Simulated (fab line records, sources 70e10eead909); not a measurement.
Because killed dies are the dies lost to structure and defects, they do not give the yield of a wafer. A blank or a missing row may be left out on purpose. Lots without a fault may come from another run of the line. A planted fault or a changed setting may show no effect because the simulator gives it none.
Which of the tools did it?    flow nand_harc    13 lots with 39 wafers sampled at 6 steps, on a route of 1302 steps

WHAT THE GAUGES READ, wafer by wafer
NHARC_A_ONON_D2_THK_MEAS_14: measures by ellipsometry. Usual: thk_nm at 1003 nm, with a standard deviation of 11.
lot   measured      on             thk_nm (nm)     flag
L839  day 13 13:11  film_metro-02  983 982 986     
L840  day 13 20:40  film_metro-01  996 995 997     
L842  day 14 10:38  film_metro-02  1024 1024 1022  
L841  day 14 10:49  film_metro-01  1017 1015 1016  
L843  day 15 04:22  film_metro-01  984 987 985     
L846  day 15 18:14  film_metro-02  989 988 988     
L852  day 18 11:26  film_metro-01  1011 1011 1012  
L853  day 18 22:46  film_metro-02  1011 1013 1010  
L855  day 19 16:47  film_metro-01  989 990 991     
L856  day 20 16:59  film_metro-02  998 996 997     
L857  day 20 20:34  film_metro-01  1004 1006 1005  
L858  day 20 20:36  film_metro-02  999 1000 999    
L860  day 21 16:38  film_metro-02  999 1001 999    

NHARC_A_ONON_D2_THK_MEAS_30: measures by ellipsometry. Usual: thk_nm at 1001 nm, with a standard deviation of 8.3.
lot   measured      on             thk_nm (nm)     flag
L839  day 13 23:25  film_metro-02  1004 1005 1003  
L840  day 14 07:24  film_metro-01  1014 1012 1013  
L842  day 14 20:19  film_metro-02  1015 1013 1012  
L841  day 14 20:18  film_metro-01  986 989 988     
L843  day 15 14:19  film_metro-01  1066 1069 1004  OFF
L846  day 16 04:25  film_metro-02  1059 1058 1060  OFF
L852  day 18 21:03  film_metro-02  1005 1004 1007  
L853  day 19 08:28  film_metro-02  994 993 992     
L855  day 20 02:46  film_metro-01  1000 1002 1001  
L856  day 21 04:20  film_metro-01  998 999 999     
L857  day 21 04:22  film_metro-02  985 986 985     
L858  day 21 04:35  film_metro-01  995 995 997     
L860  day 22 02:14  film_metro-01  1002 1002 1003  

NHARC_END_SORT_01. Usual: killed_at_array 62, standard deviation 20; killed_at_other 0.8, standard deviation 1.1; killed_at_periphery 3.5, standard deviation 2.4; killed_dies 66, standard deviation 21; killed_open 3.5, standard deviation 1.9; killed_short 2.5, standard deviation 1.7.
lot   measured      on         killed_at_array  killed_at_other  killed_at_periphery  killed_dies  killed_open  killed_short  flag
L839  day 25 12:48  prober-01  45 49 42         0 1 1            3 3 3                48 53 46     7 4 6        3 5 4         
L840  day 25 13:32  prober-02  85 72 62         1 0 1            1 1 1                87 73 64     5 4 0        1 4 0         
L841  day 26 01:20  prober-01  72 67 54         0 1 0            1 1 1                73 69 55     3 3 3        2 3 2         
L852  day 30 09:11  prober-02  98 110 90        0 1 0            4 2 3                102 113 93   6 3 4        2 0 4         
L853  day 31 00:33  prober-01  43 51 43         0 0 2            7 9 7                50 60 52     1 5 4        2 2 2         
L855  day 31 00:34  prober-02  81 64 70         6 4 2            5 2 5                92 70 77     4 3 2        6 2 5         
L857  day 33 11:43  prober-02  32 45 34         0 0 1            4 4 6                36 49 41     2 4 4        9 5 2         
L858  day 33 04:41  prober-01  58 49 68         0 0 0            2 3 6                60 52 74     3 3 6        1 2 4         
L860  day 33 05:29  prober-02  74 84 63         1 2 0            4 4 6                79 90 69     5 3 3        2 3 2         

TOOL THAT RAN EACH LOT (tool first, then ch and the chambers of the sampled wafers, then the start)
lot   NHARC_A_ONON_D2_DEP_28            NHARC_A_ONON_D2_DEP_33           NHARC_A_CHANNEL_HOLE_D2_DEP_01
L839  pecvd_onon-04 ch 0, day 13 22:57  pecvd-03 ch 0,1,2, day 13 23:33  pecvd-03 ch 0,1,2, day 14 05:14
L840  pecvd_onon-03 ch 0, day 14 06:57  pecvd-02 ch 0,2, day 14 07:28    pecvd-01 ch 1,2, day 14 13:38
L842  pecvd_onon-04 ch 0, day 14 19:52  pecvd-01 ch 0,1, day 14 20:25    pecvd-04 ch 0,1, day 14 22:52
L841  pecvd_onon-03 ch 0, day 14 19:55  pecvd-02 ch 0,2, day 14 20:30    pecvd-03 ch 0,1,2, day 14 23:01
L843  pecvd_onon-04 ch 0, day 15 13:49  pecvd-03 ch 0,1,2, day 15 14:22  pecvd-03 ch 1,2, day 15 16:50
L846  pecvd_onon-04 ch 0, day 16 03:55  pecvd-01 ch 0,1, day 16 04:33    pecvd-04 ch 0,1,2, day 16 07:08
L852  pecvd_onon-03 ch 0, day 18 20:32  pecvd-03 ch 1,2, day 18 21:09    pecvd-01 ch 0,2, day 19 03:24
L853  pecvd_onon-03 ch 0, day 19 07:56  pecvd-01 ch 0,1,2, day 19 08:51  pecvd-04 ch 0,1,2, day 19 16:57
L855  pecvd_onon-04 ch 0, day 20 02:15  pecvd-01 ch 0,2, day 20 02:57    pecvd-03 ch 0,1,2, day 20 05:49
L856  pecvd_onon-03 ch 0, day 21 03:50  pecvd-03 ch 0,1,2, day 21 04:29  pecvd-04 ch 0,1, day 21 11:16
L857  pecvd_onon-04 ch 0, day 21 03:52  pecvd-02 ch 1,2, day 21 04:25    pecvd-03 ch 0,2, day 21 13:09
L858  pecvd_onon-01 ch 0, day 21 04:08  pecvd-02 ch 0,2, day 21 04:41    pecvd-03 ch 0,1,2, day 21 13:44
L860  pecvd_onon-04 ch 0, day 22 01:50  pecvd-02 ch 0,2, day 22 02:20    pecvd-04 ch 0,1, day 22 04:58
- NHARC_A_ONON_D2_DEP_28: target thk 1000 nm.
- NHARC_A_ONON_D2_DEP_33: deposits SiO2, target thk 200 nm.
- NHARC_A_CHANNEL_HOLE_D2_DEP_01: deposits SiON, target thk 140 nm.

AS READ BY THE TOOLS THEMSELVES (means over the sampled wafers that have a number; for cases with no such wafer, the mark the record gives instead)
NHARC_A_ONON_D2_DEP_28. Usual: n2_flow_sccm at 2749 sccm, with a standard deviation of 8.3.
lot   tool           n2_flow_sccm (sccm)  flag
L839  pecvd_onon-04  2748                 
L840  pecvd_onon-03  2750                 
L842  pecvd_onon-04  2750                 
L841  pecvd_onon-03  2752                 
L843  pecvd_onon-04  2753                 
L846  pecvd_onon-04  2740                 
L852  pecvd_onon-03  2738                 
L853  pecvd_onon-03  2741                 
L855  pecvd_onon-04  2753                 
L856  pecvd_onon-03  2759                 
L857  pecvd_onon-04  2742                 
L858  pecvd_onon-01  2755                 
L860  pecvd_onon-04  2752                 

NHARC_A_ONON_D2_DEP_33. Usual: heater_power_w 581 W, standard deviation 95; throttle_valve_pct 15.8 %, standard deviation 0.41.
lot   tool      heater_power_w (W)  throttle_valve_pct (%)  flag
L839  pecvd-03  493                 15.4                    
L840  pecvd-02  620                 16.0                    
L842  pecvd-01  584                 15.8                    
L841  pecvd-02  654                 16.2                    
L843  pecvd-03  542                 15.4                    
L846  pecvd-01  586                 15.8                    
L852  pecvd-03  437                 16.1                    
L853  pecvd-01  557                 15.8                    
L855  pecvd-01  621                 16.1                    
L856  pecvd-03  517                 16.1                    
L857  pecvd-02  515                 16.0                    
L858  pecvd-02  627                 16.1                    
L860  pecvd-02  620                 16.3                    

NHARC_A_CHANNEL_HOLE_D2_DEP_01. Usual: heater_power_w at 751 W, with a standard deviation of 95.
lot   tool      heater_power_w (W)  flag
L839  pecvd-03  746                 
L840  pecvd-01  819                 
L842  pecvd-04  674                 
L841  pecvd-03  722                 
L843  pecvd-03  706                 
L846  pecvd-04  754                 
L852  pecvd-01  828                 
L853  pecvd-04  699                 
L855  pecvd-03  735                 
L856  pecvd-04  766                 
L857  pecvd-03  682                 
L858  pecvd-03  752                 
L860  pecvd-04  762                 

THE ANSWER, worked out from the rows above alone
Rule: take the mean of a lot's wafers that have a number; if it is more than 3 standard deviations from the usual mean, the lot is off. Also off: a lot with no number at a reading for which 4 or more lots have one. All remaining lots with rows at the step are treated as sound. First the gauges in route order, then the tools' own readings, where a lot's mean is used as printed above. The first step at which some lot is off is used, and at that step the reading that is off furthest; a lot without a number counts as furthest.
Off: L843, L846, at NHARC_A_ONON_D2_THK_MEAS_30 (thk_nm).
A tool fits if, at a process step before that reading, it ran every lot that is off, and no sound lot after the first of them. Gauges at NHARC_A_ONON_D2_THK_MEAS_30: tried the same way as those tools. Not one of the candidates tried fits.

WHAT WAS PUT IN BY THE SIMULATOR
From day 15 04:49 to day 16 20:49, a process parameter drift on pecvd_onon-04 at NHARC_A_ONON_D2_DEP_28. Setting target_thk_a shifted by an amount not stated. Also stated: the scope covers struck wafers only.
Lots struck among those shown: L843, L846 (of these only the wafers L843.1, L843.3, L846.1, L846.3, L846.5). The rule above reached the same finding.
